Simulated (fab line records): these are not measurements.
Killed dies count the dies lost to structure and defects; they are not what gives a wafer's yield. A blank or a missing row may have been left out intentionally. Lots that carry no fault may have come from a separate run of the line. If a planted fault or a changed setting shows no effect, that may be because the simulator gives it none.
Comparing a struck lot with a sound one -- flow n5Finfet -- 38 steps out of a route of 1938
Sound: the wafers L991.1, L991.2, L991.5. Struck: wafers L102.3, L102.4, L102.5. At the end, the cause is stated.
Order at every step that has rows: each side's tool, ch and its chambers, its first start. Under that, the readings that differ: sound wafers -- struck wafers -- difference of the means -- sigmas: that difference in standard deviations of wafers without a fault.
alike: a reading whose means differ by less than 2 such deviations, as well as words and numbers matching on both sides. not compared: withheld readings; readings where some wafer has no value; bounds like >300 that might hide an equal value; numbers whose values overlap and for which the record gives no deviation.
A row with sigmas, a row that says differs or no value, or rows on one side alone: a step with any of these is where the two part. When numbers do not overlap yet have no deviation, they are printed without sigmas and do not part them. Lack of a reading on every wafer of one side parts them only where that side has two or more wafers.

first, 9 steps without rows for these wafers: N5_BEOL_M5_DESCUM_33 (chemistry O2, time 7 s); N5_BEOL_M5_ETCH_75 (etches underlayer in N2/H2, target depth 6.5 nm, time 5.2 s); N5_BEOL_M5_ETCH_67 (etches SiARC in CF4, target depth 15.6 nm, time 26 s); N5_BEOL_M5_ETCH_68 (etches SOC in N2/H2, target depth 80 nm, overetch 16 nm, time 120 s); N5_BEOL_M5_STRIP_69 (strips in N2/H2); N5_BEOL_M5_STRIP_76 (strips in N2/H2); N5_BEOL_M5_VIA_ETCH_34 (etches SiCOH lowk in C4F6/O2, target depth 88.3 nm, time 39.2 s); N5_BEOL_M5_STRIP_85 (strips in C4F6/O2); N5_BEOL_M5_STRIP_36 (strips in N2/H2).
N5_BEOL_M5_TRENCH_ETCH_37: etches SiCOH lowk in C4F6/O2, target depth 71.652 nm, time 24.7 s.
  sound on rieDiel-03 ch 1,2, day 7 23:47; struck on rieDiel-03 ch 1,2,3, day 11 22:38
reading,sound,struck,difference,sigmas
oes_f_703_au (a.u.),0.73 0.88 0.89,0.52 0.59 0.52,-0.29,-4
oes_o_777_au (a.u.),0.74 0.88 0.89,0.54 0.61 0.57,-0.26,-4
rfFwdPowerW (W),334.6 339.1 338.4,252.3 256.4 260.7,-80.9,-37
rfVppV (V),681 689 688,784 794 711,+77,+4
model.BEOL_M5.featureDepthNm (nm),72 71.2 70.2,65 63.6 63.2,-7,
model.etch.depthNm (nm),72.03 71.22 70.12,65.06 63.62 63.27,-7.14,
  alike: drypumpMotorCurrentA, oesProductAu, showerheadPlenumPTorr, throttleValvePct
  not compared: rfHoursCounterH
then, 2 steps without rows for these wafers: N5_BEOL_M5_ETCH_41 (etches SiCN in CH3F/O2, target depth 31.5 nm, time 56.7 s); N5_BEOL_M5_STRIP_91 (strips in N2/H2, time 10 s).
N5_BEOL_M5_OCD_MEAS_38:
  struck on ocd-02, day 11 22:47; sound on ocd-02, day 7 23:56
reading,sound,struck,difference,sigmas
trenchDepthNm (nm),72.2 70.9 70.1,65.1 63.2 63.2,-7.2,-4
then, 21 steps without rows for these wafers: N5_BEOL_M5_HM_STRIP_39 (strips TiN in peroxide tin strip, target depth 25 nm, time 158 s); N5_BEOL_M5_SRD_40 (time 30 s); N5_BEOL_M5_PRECLEAN_42 (cleans in residue remover, time 60 s); N5_BEOL_M5_SRD_43 (time 30 s); N5_BEOL_M5_CURE_80 (cures SiCOH lowk, time 120 s); N5_BEOL_M5_DEGAS_44 (time 60 s); N5_BEOL_M5_PRE_CLEAN_45 (time 30 s); N5_BEOL_M5_ALD_86 (deposits TaN, pulse time 2 s, purge time 3 s, co reactant purge time 2 s); N5_BEOL_M5_SURFACE_TREAT_87; N5_BEOL_M5_CVD_47 (deposits Co from CCTBA/H2, target thk 3 nm, time 216 s); N5_BEOL_M5_SPUTTER_48 (material Cu, target thk 15 nm, time 27.62 s); N5_BEOL_M5_ANNEAL_49 (time 1800 s); N5_BEOL_M5_SPUTTER_81 (material Cu, target thk 15 nm, time 27.62 s); N5_BEOL_M5_ANNEAL_82 (time 1800 s); N5_BEOL_M5_SPUTTER_83 (material Cu, target thk 15 nm, time 27.62 s); N5_BEOL_M5_ANNEAL_84 (time 1800 s); N5_BEOL_M5_SPUTTER_88 (material Cu, target thk 15 nm, time 27.62 s); N5_BEOL_M5_ANNEAL_89 (time 1800 s); N5_BEOL_M5_SPUTTER_90 (material Cu, target thk 4.5 nm, time 8.29 s); N5_BEOL_M5_ECD_50 (material Cu, target thk 300 nm); N5_BEOL_M5_ANNEAL_51 (time 90 s).
N5_BEOL_M5_CMP_52: polishes, stops on SiCOH lowk, t overpolish 6.9 s, target thk 62 nm.
  sound on cmp-01 ch 0,1,2, day 8 06:13; struck on cmp-04 ch 0,3, day 12 05:24
reading,sound,struck,difference,sigmas
timeToEndpointS (s),65 57 54,65 68 66,+8,+2
model.Cu_of_BEOL_M5_ECD_50.thkNm (nm),64.2 59.2 58.8,56.8 55 55.2,-5.1,
  alike: barrierFieldEndpointS, motorCurrentA, overpolishRunS
  not compared: padLifeWafers
then, 2 steps without rows for these wafers: N5_BEOL_M5_PRE_CLEAN_77 (time 15 s); N5_BEOL_M5_CO_CAP_78 (material Co, precursor CCTBA/H2, target thk 2 nm, time 102.1 s).
N5_BEOL_M5_RS_MEAS_57: the measuring method here is four-point-probe.
  struck on filmMetro-02, day 12 05:58; sound on filmMetro-01, day 8 06:46
reading,sound,struck,difference,sigmas
M5_RS (ohm/sq),0.372 0.411 0.414,0.430 0.448 0.446,+0.042,+2

WHERE THEY PART
First at N5_BEOL_M5_TRENCH_ETCH_37; last, within this record, at N5_BEOL_M5_RS_MEAS_57.

WHY: whatever the simulator had introduced
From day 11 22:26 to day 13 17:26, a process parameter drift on rieDiel-03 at N5_BEOL_M5_TRENCH_ETCH_37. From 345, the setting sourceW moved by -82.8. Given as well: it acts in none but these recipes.
